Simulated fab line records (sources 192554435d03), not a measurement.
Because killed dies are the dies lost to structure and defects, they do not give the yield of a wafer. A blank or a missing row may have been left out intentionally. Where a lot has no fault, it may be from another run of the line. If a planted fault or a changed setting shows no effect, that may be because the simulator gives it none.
Matching of chambers	flow n5 finfet	N5_BEOL_M3_ETCH_69 on rie diel-03 has 4 sister chambers
The step etches SiARC in CF4, target depth 15.6 nm, time 26 s. 4 wafers are shown with their chamber, then 7 later ones without.

## WAFERS PAIRED WITH THEIR CHAMBERS
wafer	chamber	oes product au (a.u.)
L573.3	0	0.65
L575.2	2	0.59
L577.2	1	0.61
L577.4	3	0.80

## WAFERS MISSING THEIR CHAMBER
wafer	oes product au (a.u.)
L577.6	0.81
L590.1	0.59
L590.2	0.80
L590.5	0.59
L591.3	0.78
L591.4	0.75
L591.5	0.75

## WHICH CHAMBER EACH WENT THROUGH
wafer	from the rows above	in truth
L577.6	3	3
L590.1	can't be placed: 2 or 1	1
L590.2	3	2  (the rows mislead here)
L590.5	can't be placed: 2 or 1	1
L591.3	3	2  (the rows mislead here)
L591.4	can't be placed: 3 or 0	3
L591.5	can't be placed: 3 or 0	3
1 of 7 placed correctly. These rows do not allow placing 4 (true chamber among the candidates in 4). Placed wrongly: 2.
How it was worked out, from the rows above alone: a wafer's distance from a chamber is the root of the sum, over the readings, of the square of ((its reading less the chamber's mean) divided by the reading's scatter). If the next closest chamber is less than 2 further off than the closest, the wafer can't be placed; otherwise it belongs to the closest. For every chamber, the mean is computed from those of its wafers that are shown. The scatter: root of mean squared gap, hidden wafer to nearest shown wafer, with one shown wafer a chamber.
